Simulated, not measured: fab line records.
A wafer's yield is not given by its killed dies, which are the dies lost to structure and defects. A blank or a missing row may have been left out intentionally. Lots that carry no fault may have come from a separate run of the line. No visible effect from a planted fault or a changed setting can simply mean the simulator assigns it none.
Split-lot trial + flow n5_finfet + route with 1938 steps; 7 lots, 39 wafers read

## ON THE SPLIT
At N5_SD_EPI_N_LINER_46 (material SiNx, target thk 3 nm), the setting target_thk_a was moved away from the recipe's 30 angstrom on 9 of the 39 wafers read, by -14.2% to +6.5%. All remaining wafers had this setting at the recipe value.

Reading taken at the split's own step.

## THE READING
SiNx_of_SD_EPI_N_LINER_46.thk_nm (the simulator's own value, which no gauge read), in nm, at N5_SD_EPI_N_LINER_46 (material SiNx, target thk 3 nm). The file gives no usual value for it.

| wafer  | tool, chamber at the split | target_thk_a as run, angstrom | against the recipe | SiNx_of_SD_EPI_N_LINER_46.thk_nm, nm | against lot-mates on the recipe |
|--------|----------------------------|-------------------------------|--------------------|--------------------------------------|---------------------------------|
| L076.1 | ald_sin-02, 1,0,0          | 30                            | recipe             | 3                                    | -                               |
| L076.3 | ald_sin-02, 1,0,0          | 30                            | recipe             | 3                                    | -                               |
| L076.6 | ald_sin-02, 1,0,0          | 30                            | recipe             | 3                                    | -                               |
| L076.2 | ald_sin-02, 3,2,1          | 31.81                         | +6.0%              | 3.2                                  | +0.2                            |
| L076.4 | ald_sin-02, 3,2,1          | 31.81                         | +6.0%              | 3.2                                  | +0.2                            |
| L076.5 | ald_sin-02, 3,2,1          | 31.81                         | +6.0%              | 3.2                                  | +0.2                            |
| L081.1 | ald_sin-02, 1,3,2          | 31.94                         | +6.5%              | 3.2                                  | +0.2                            |
| L081.5 | ald_sin-02, 1,3,2          | 31.94                         | +6.5%              | 3.2                                  | +0.2                            |
| L081.6 | ald_sin-02, 1,3,2          | 31.94                         | +6.5%              | 3.2                                  | +0.2                            |
| L081.2 | ald_sin-02, 0,2,3          | 30                            | recipe             | 3                                    | -                               |
| L081.3 | ald_sin-02, 0,2,3          | 30                            | recipe             | 3                                    | -                               |
| L081.4 | ald_sin-02, 0,2,3          | 30                            | recipe             | 3                                    | -                               |
| L085.1 | ald_sin-01, 3,2,1,0,2,3    | 30                            | recipe             | 3                                    | -                               |
| L085.2 | ald_sin-01, 3,2,1,0,2,3    | 30                            | recipe             | 3                                    | -                               |
| L085.3 | ald_sin-01, 3,2,1,0,2,3    | 30                            | recipe             | 3                                    | -                               |
| L085.4 | ald_sin-01, 3,2,1,0,2,3    | 30                            | recipe             | 3                                    | -                               |
| L085.5 | ald_sin-01, 3,2,1,0,2,3    | 30                            | recipe             | 3                                    | -                               |
| L085.6 | ald_sin-01, 3,2,1,0,2,3    | 30                            | recipe             | 3                                    | -                               |
| L086.1 | ald_sin-03, 0,3,1,2,0,3    | 30                            | recipe             | 3                                    | -                               |
| L086.2 | ald_sin-03, 0,3,1,2,0,3    | 30                            | recipe             | 3                                    | -                               |
| L086.3 | ald_sin-03, 0,3,1,2,0,3    | 30                            | recipe             | 3                                    | -                               |
| L086.4 | ald_sin-03, 0,3,1,2,0,3    | 30                            | recipe             | 3                                    | -                               |
| L086.5 | ald_sin-03, 0,3,1,2,0,3    | 30                            | recipe             | 3                                    | -                               |
| L086.6 | ald_sin-03, 0,3,1,2,0,3    | 30                            | recipe             | 3                                    | -                               |
| L088.1 | ald_sin-01, 2,1,2          | 30                            | recipe             | 3                                    | -                               |
| L088.5 | ald_sin-01, 2,1,2          | 30                            | recipe             | 3                                    | -                               |
| L088.6 | ald_sin-01, 2,1,2          | 30                            | recipe             | 3                                    | -                               |
| L089.1 | ald_sin-01, 3,1,2          | 30                            | recipe             | 3                                    | -                               |
| L089.4 | ald_sin-01, 3,1,2          | 30                            | recipe             | 3                                    | -                               |
| L089.5 | ald_sin-01, 3,1,2          | 30                            | recipe             | 3                                    | -                               |
| L089.2 | ald_sin-01, 2,0,3          | 25.74                         | -14.2%             | 2.6                                  | -0.4                            |
| L089.3 | ald_sin-01, 2,0,3          | 25.74                         | -14.2%             | 2.6                                  | -0.4                            |
| L089.6 | ald_sin-01, 2,0,3          | 25.74                         | -14.2%             | 2.6                                  | -0.4                            |
| L096.1 | ald_sin-01, 1,0,2,3,0,3    | 30                            | recipe             | 3                                    | -                               |
| L096.2 | ald_sin-01, 1,0,2,3,0,3    | 30                            | recipe             | 3                                    | -                               |
| L096.3 | ald_sin-01, 1,0,2,3,0,3    | 30                            | recipe             | 3                                    | -                               |
| L096.4 | ald_sin-01, 1,0,2,3,0,3    | 30                            | recipe             | 3                                    | -                               |
| L096.5 | ald_sin-01, 1,0,2,3,0,3    | 30                            | recipe             | 3                                    | -                               |
| L096.6 | ald_sin-01, 1,0,2,3,0,3    | 30                            | recipe             | 3                                    | -                               |
If several chambers appear in one row, that row covers several wafers at once and the file leaves open which wafer was in which chamber.

FIT RESULTS
A straight line over all 39 wafers: SiNx_of_SD_EPI_N_LINER_46.thk_nm changes by +0.0293 nm for each +1% of target_thk_a; r = +1.00; the points scatter about the line by 0.0076 nm.
The same after taking each lot's own level away (the mean of its wafers on the recipe; 39 wafers): +0.0293 nm for each +1%; r = +1.00; scatter 0.0076 nm.
Per that fit: largest target_thk_a move, reading shift of 0.42 nm.
The lots' own levels span 3.00 to 3.00 nm.
Hence the lot-to-lot level has little effect on the slope; both slopes agree.
Check: with one of the wafers moved furthest among these (-14.2%) left out of the fit, the line predicts -0.416 nm for it against its lot-mates. It came out at -0.4 nm against them.

## OTHER SPLITS APPLIED TO THESE WAFERS
These wafers also went through other splits before the reading. Each is held against what the fit with the lots' levels taken away leaves over:
| other split on the same wafers       | wafers away from the commonest value | r with SiNx_of_SD_EPI_N_LINER_46.thk_nm (lot level and that fit taken away) |
|--------------------------------------|--------------------------------------|-----------------------------------------------------------------------------|
| N5_DUMMY_GATE_ETCH_37 source_w       | 12                                   | +0.12                                                                       |
| N5_DUMMY_GATE_ETCH_42 bias_w         | 12                                   | +0.11                                                                       |
| N5_SD_EPI_N_EPI_21 epi_growth_time_s | 12                                   | -0.16                                                                       |

## FILE'S OWN FIT
SiNx_of_SD_EPI_N_LINER_46.thk_nm changes by +0.0292 nm for each +1% of target_thk_a, r = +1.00.
